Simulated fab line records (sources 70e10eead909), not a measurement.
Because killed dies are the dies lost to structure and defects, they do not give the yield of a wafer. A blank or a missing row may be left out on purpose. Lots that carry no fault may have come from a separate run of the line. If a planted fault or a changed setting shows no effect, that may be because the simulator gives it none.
Matching of chambers / flow nandHarc / rieDiel-11 running NHARC_A_SGD_CUT_ETCH_58: 4 sister chambers
The step etches the open film in CF4, target depth 39 nm, time 65 s. 16 wafers are shown with their chamber, then 8 later ones without.

== WAFERS PAIRED WITH THEIR CHAMBERS ==
wafer=L075.1; chamber=0; showerheadPlenumPTorr (Torr)=1.67; drypumpMotorCurrentA (A)=5.5; oesProductAu (a.u.)=1.004
wafer=L075.3; chamber=2; showerheadPlenumPTorr (Torr)=1.76; drypumpMotorCurrentA (A)=5.6; oesProductAu (a.u.)=1.020
wafer=L075.5; chamber=2; showerheadPlenumPTorr (Torr)=1.76; drypumpMotorCurrentA (A)=5.6; oesProductAu (a.u.)=1.020
wafer=L076.2; chamber=2; showerheadPlenumPTorr (Torr)=1.76; drypumpMotorCurrentA (A)=5.6; oesProductAu (a.u.)=1.019
wafer=L076.3; chamber=3; showerheadPlenumPTorr (Torr)=1.69; drypumpMotorCurrentA (A)=5.6; oesProductAu (a.u.)=0.999
wafer=L076.5; chamber=1; showerheadPlenumPTorr (Torr)=1.73; drypumpMotorCurrentA (A)=6.1; oesProductAu (a.u.)=0.991
wafer=L079.3; chamber=2; showerheadPlenumPTorr (Torr)=1.76; drypumpMotorCurrentA (A)=5.6; oesProductAu (a.u.)=1.011
wafer=L079.4; chamber=1; showerheadPlenumPTorr (Torr)=1.73; drypumpMotorCurrentA (A)=6.1; oesProductAu (a.u.)=0.989
wafer=L079.5; chamber=0; showerheadPlenumPTorr (Torr)=1.67; drypumpMotorCurrentA (A)=5.5; oesProductAu (a.u.)=0.995
wafer=L081.2; chamber=3; showerheadPlenumPTorr (Torr)=1.68; drypumpMotorCurrentA (A)=5.6; oesProductAu (a.u.)=0.987
wafer=L081.4; chamber=1; showerheadPlenumPTorr (Torr)=1.73; drypumpMotorCurrentA (A)=6.2; oesProductAu (a.u.)=0.994
wafer=L081.6; chamber=3; showerheadPlenumPTorr (Torr)=1.68; drypumpMotorCurrentA (A)=5.7; oesProductAu (a.u.)=0.991
wafer=L087.1; chamber=1; showerheadPlenumPTorr (Torr)=1.73; drypumpMotorCurrentA (A)=6.1; oesProductAu (a.u.)=1.015
wafer=L087.2; chamber=0; showerheadPlenumPTorr (Torr)=1.67; drypumpMotorCurrentA (A)=5.5; oesProductAu (a.u.)=1.002
wafer=L087.3; chamber=2; showerheadPlenumPTorr (Torr)=1.76; drypumpMotorCurrentA (A)=5.6; oesProductAu (a.u.)=1.004
wafer=L089.3; chamber=0; showerheadPlenumPTorr (Torr)=1.67; drypumpMotorCurrentA (A)=5.5; oesProductAu (a.u.)=1.000

SIGNATURES (averages over the wafers above)
reading=showerheadPlenumPTorr; chamber 0=1.6700; chamber 1=1.7300; chamber 2=1.7600; chamber 3=1.6833; scatter within a chamber=0.00236
reading=drypumpMotorCurrentA; chamber 0=5.500; chamber 1=6.125; chamber 2=5.600; chamber 3=5.633; scatter within a chamber=0.0344
reading=oesProductAu; chamber 0=1.00025; chamber 1=0.99725; chamber 2=1.01480; chamber 3=0.99233; scatter within a chamber=0.00793
Rule: for a wafer and a chamber, the distance is found by dividing, reading by reading, the gap between the wafer's reading and the chamber's mean by the reading's scatter, squaring, summing and taking the root. If the next closest chamber is less than 2 further off than the closest, the wafer can't be placed; otherwise it belongs to the closest. The scatter: the root of (the sum of the squares of (reading less its chamber's mean) over the shown wafers, divided by (wafers less chambers)).

== WAFERS MISSING THEIR CHAMBER ==
wafer=L089.4; showerheadPlenumPTorr (Torr)=1.73; drypumpMotorCurrentA (A)=6.1; oesProductAu (a.u.)=0.999
wafer=L089.6; showerheadPlenumPTorr (Torr)=1.76; drypumpMotorCurrentA (A)=5.6; oesProductAu (a.u.)=0.995
wafer=L092.1; showerheadPlenumPTorr (Torr)=1.67; drypumpMotorCurrentA (A)=5.5; oesProductAu (a.u.)=0.995
wafer=L092.3; showerheadPlenumPTorr (Torr)=1.68; drypumpMotorCurrentA (A)=5.7; oesProductAu (a.u.)=1.009
wafer=L092.4; showerheadPlenumPTorr (Torr)=1.73; drypumpMotorCurrentA (A)=6.1; oesProductAu (a.u.)=1.010
wafer=L094.3; showerheadPlenumPTorr (Torr)=1.73; drypumpMotorCurrentA (A)=6.1; oesProductAu (a.u.)=1.010
wafer=L094.4; showerheadPlenumPTorr (Torr)=1.68; drypumpMotorCurrentA (A)=5.6; oesProductAu (a.u.)=1.023
wafer=L094.5; showerheadPlenumPTorr (Torr)=1.75; drypumpMotorCurrentA (A)=5.6; oesProductAu (a.u.)=1.008

== EACH ONE'S CHAMBER ==
wafer=L089.4; from the rows above=1; in truth=1
wafer=L089.6; from the rows above=2; in truth=2
wafer=L092.1; from the rows above=0; in truth=0
wafer=L092.3; from the rows above=3; in truth=3
wafer=L092.4; from the rows above=1; in truth=1
wafer=L094.3; from the rows above=1; in truth=1
wafer=L094.4; from the rows above=can't be placed: 3 or 0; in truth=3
wafer=L094.5; from the rows above=2; in truth=2
Correctly placed: 7 of 8. Unplaceable from these rows: 1, with the true chamber sitting among the candidates in 1. Placed wrongly: 0.
